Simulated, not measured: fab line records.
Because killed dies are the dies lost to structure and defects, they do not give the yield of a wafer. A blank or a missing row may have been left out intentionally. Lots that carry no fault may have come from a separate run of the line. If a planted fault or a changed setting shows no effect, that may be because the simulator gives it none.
A struck lot beside a sound one | flow n5_finfet | 17 out of 1938 route steps
Sound: these wafers, L337.1, L337.5, L337.6. Wafers L340.2, L340.4, L340.6 were the ones struck. The cause is given at the end.
At each step with rows: each side's tool, then ch and its chambers, then its first start. Under that, the readings that differ: sound wafers | struck wafers | difference of the means | sigmas: that difference in standard deviations of wafers without a fault.
alike: a reading whose means differ by less than 2 such deviations, as well as words and numbers matching on both sides. not compared: withheld readings; readings where some wafer has no value; bounds like >300 that might hide an equal value; numbers whose values overlap and for which the record gives no deviation.
Wherever a step has rows on one side only, a row that says differs or no value, or a row with sigmas, the two part there. Numbers that have no deviation but don't overlap get no sigmas and don't part them. A reading that every wafer of one side lacks parts them only if that side has two wafers or more.

first, 2 steps without rows for these wafers: N5_STI_FIN_REVEAL_STRIP_16 (strips SiNx in H3PO4, target depth 23.8 nm); N5_STI_FIN_REVEAL_PRECLEAN_17 (cleans in NF3:NH3, afs cycles 1, time 20 s, sublimation time 60 s).
N5_STI_FIN_REVEAL_ETCH_34: etches Si in H2, material Si, target depth 0.97 nm.
  sound on rie_si-04 ch 0,2,3, day 4 20:19; struck on rie_si-02 ch 0,3, day 5 12:17
  alike: drypump_motor_current_A, oes_product_au, throttle_valve_pct
  not compared: rf_hours_counter_h
N5_STI_FIN_REVEAL_OXIDATION_31: chemistry O2 PLASMA REMOTE, time 20 s.
  sound on plasma_asher-02 ch 0,1, day 4 20:22; struck on plasma_asher-01 ch 0, day 5 12:21
  reading                     | sound       | struck      | difference | sigmas
  drypump_motor_current_A (A) | 5.3 5.5 5.3 | 6.2 6.2 6.2 | +0.8       | +3
  alike: heater_power_w
  not compared: rf_hours_counter_h
then, 3 steps without rows for these wafers: N5_STI_FIN_REVEAL_PRECLEAN_32 (cleans in NF3:NH3, afs cycles 1, time 20 s, sublimation time 60 s); N5_STI_FIN_REVEAL_STRIP_35 (strips Si3N4 in H3PO4, target depth 4 nm, time 39 s); N5_STI_FIN_REVEAL_SRD_21 (time 30 s).
N5_STI_FIN_REVEAL_OXIDATION_33: chemistry O2 PLASMA REMOTE, time 20 s.
  sound on plasma_asher-01 ch 0,1, day 4 20:44; struck on plasma_asher-02 ch 0,1, day 5 12:43
  alike: drypump_motor_current_A, heater_power_w
  not compared: rf_hours_counter_h
then, 2 steps without rows for these wafers: N5_STI_FIN_REVEAL_CLEAN_19 (cleans in O3/DIW, time 120 s); N5_STI_FIN_REVEAL_SRD_23 (time 30 s).
N5_STI_FIN_REVEAL_CD_MEAS_22: target cd 6.238 nm, pitch 28 nm.
  sound on cd_sem-03 at day 4 20:55; struck on cd_sem-03 at day 5 12:53
  alike: cd_nm
N5_STI_FIN_REVEAL_FIN_H_MEAS_10:
  sound on ocd-01 at day 4 20:56; struck on ocd-02 at day 5 12:55
  alike: trench_depth_nm
N5_STI_FIN_REVEAL_PRECLEAN_18: cleans in SC2, time 45 s.
  sound on wet_bench-04 ch 0,2,6, day 4 20:58; struck on wet_bench-04 ch 1,4,6, day 5 12:57
then, 1 step without rows for these wafers: N5_STI_FIN_REVEAL_SRD_28 (time 30 s).
N5_STI_FIN_REVEAL_INSPECT_13: inspects for defects (darkfield).
  sound on defect_inspect-01 at day 4 21:02; struck on defect_inspect-02 at day 5 13:01
  reading          | sound    | struck      | difference | sigmas
  raw_defect_count | 19 19 11 | 488 442 447 | +443       | +84
then, 1 step without rows for these wafers: N5_DUMMY_GATE_PRECLEAN_00 (cleans in O3/DIW, time 60 s).
-- here the record skips 10 days between the struck wafers' starts before and after, leaving off in module DUMMY_GATE and picking up in module PASSIVATION (first step shown: number 1936 of the route) --
N5_PASSIVATION_PROBE_49:
  record: rows for the struck wafers here (prober-01, day 15 11:26), none for the sound ones

WHERE THEY PART
First at N5_STI_FIN_REVEAL_OXIDATION_31; last, within this record, at N5_PASSIVATION_PROBE_49.

WHY: the cause the simulator had injected
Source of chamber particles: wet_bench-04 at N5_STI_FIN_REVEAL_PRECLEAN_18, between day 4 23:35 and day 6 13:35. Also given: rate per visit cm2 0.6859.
